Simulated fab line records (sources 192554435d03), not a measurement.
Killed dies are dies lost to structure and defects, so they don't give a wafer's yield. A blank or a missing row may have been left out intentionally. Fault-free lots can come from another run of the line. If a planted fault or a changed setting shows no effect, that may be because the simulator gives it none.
Chamber matching / flow n5_finfet / N5_BEOL_M10_ETCH_65 on rie_diel-04: 4 sister chambers
The step etches SiARC in CF4, target depth 39 nm, time 65 s. 14 wafers are shown with their chamber, then 7 later ones without.

EACH WAFER AND ITS CHAMBER
wafer=L080.1; chamber=3; showerhead_plenum_p_Torr (Torr)=2.02; throttle_valve_pct (%)=15.45; oes_product_au (a.u.)=0.60
wafer=L080.3; chamber=2; showerhead_plenum_p_Torr (Torr)=2.18; throttle_valve_pct (%)=15.59; oes_product_au (a.u.)=0.76
wafer=L080.5; chamber=0; showerhead_plenum_p_Torr (Torr)=2.07; throttle_valve_pct (%)=15.67; oes_product_au (a.u.)=0.68
wafer=L084.1; chamber=1; showerhead_plenum_p_Torr (Torr)=2.17; throttle_valve_pct (%)=15.29; oes_product_au (a.u.)=0.70
wafer=L084.3; chamber=2; showerhead_plenum_p_Torr (Torr)=2.18; throttle_valve_pct (%)=15.61; oes_product_au (a.u.)=0.72
wafer=L084.6; chamber=3; showerhead_plenum_p_Torr (Torr)=2.02; throttle_valve_pct (%)=15.46; oes_product_au (a.u.)=0.59
wafer=L088.1; chamber=0; showerhead_plenum_p_Torr (Torr)=2.06; throttle_valve_pct (%)=15.72; oes_product_au (a.u.)=0.66
wafer=L088.4; chamber=3; showerhead_plenum_p_Torr (Torr)=2.02; throttle_valve_pct (%)=15.50; oes_product_au (a.u.)=0.58
wafer=L088.5; chamber=2; showerhead_plenum_p_Torr (Torr)=2.17; throttle_valve_pct (%)=15.63; oes_product_au (a.u.)=0.72
wafer=L089.2; chamber=0; showerhead_plenum_p_Torr (Torr)=2.06; throttle_valve_pct (%)=15.72; oes_product_au (a.u.)=0.66
wafer=L089.3; chamber=1; showerhead_plenum_p_Torr (Torr)=2.17; throttle_valve_pct (%)=15.33; oes_product_au (a.u.)=0.68
wafer=L089.6; chamber=2; showerhead_plenum_p_Torr (Torr)=2.17; throttle_valve_pct (%)=15.62; oes_product_au (a.u.)=0.72
wafer=L093.3; chamber=0; showerhead_plenum_p_Torr (Torr)=2.06; throttle_valve_pct (%)=15.72; oes_product_au (a.u.)=0.65
wafer=L093.4; chamber=1; showerhead_plenum_p_Torr (Torr)=2.16; throttle_valve_pct (%)=15.34; oes_product_au (a.u.)=0.68

SIGNATURES, as means of the wafers listed above
reading=showerhead_plenum_p_Torr; chamber 0=2.0625; chamber 1=2.1667; chamber 2=2.1750; chamber 3=2.0200; scatter within a chamber=0.00492
reading=throttle_valve_pct; chamber 0=15.7075; chamber 1=15.3200; chamber 2=15.6125; chamber 3=15.4700; scatter within a chamber=0.0236
reading=oes_product_au; chamber 0=0.6625; chamber 1=0.6867; chamber 2=0.7300; chamber 3=0.5900; scatter within a chamber=0.0146
Rule: a wafer lies at a distance from a chamber equal to the root of the sum of squares, over the readings, of (its reading less the chamber's mean, divided by the reading's scatter). If the next closest chamber is less than 2 further off than the closest, the wafer can't be placed; otherwise it belongs to the closest. How the scatter is found: for the shown wafers, subtract from each reading the mean of its chamber, square and add these, divide the total by (wafers less chambers), then take the root.

WAFERS WITH NO CHAMBER GIVEN
wafer=L093.5; showerhead_plenum_p_Torr (Torr)=2.17; throttle_valve_pct (%)=15.65; oes_product_au (a.u.)=0.72
wafer=L094.1; showerhead_plenum_p_Torr (Torr)=2.06; throttle_valve_pct (%)=15.71; oes_product_au (a.u.)=0.65
wafer=L094.2; showerhead_plenum_p_Torr (Torr)=2.02; throttle_valve_pct (%)=15.51; oes_product_au (a.u.)=0.58
wafer=L094.4; showerhead_plenum_p_Torr (Torr)=2.16; throttle_valve_pct (%)=15.33; oes_product_au (a.u.)=0.67
wafer=L097.2; showerhead_plenum_p_Torr (Torr)=2.16; throttle_valve_pct (%)=15.68; oes_product_au (a.u.)=0.71
wafer=L097.3; showerhead_plenum_p_Torr (Torr)=2.05; throttle_valve_pct (%)=15.76; oes_product_au (a.u.)=0.64
wafer=L097.6; showerhead_plenum_p_Torr (Torr)=2.05; throttle_valve_pct (%)=15.77; oes_product_au (a.u.)=0.65

WHICH CHAMBER EACH ONE RAN IN
wafer=L093.5; from the rows above=2; in truth=2
wafer=L094.1; from the rows above=0; in truth=0
wafer=L094.2; from the rows above=3; in truth=3
wafer=L094.4; from the rows above=1; in truth=1
wafer=L097.2; from the rows above=2; in truth=2
wafer=L097.3; from the rows above=0; in truth=0
wafer=L097.6; from the rows above=0; in truth=0
Correctly placed: 7 of 7. Not placeable from these rows: 0. Wrongly placed: 0.
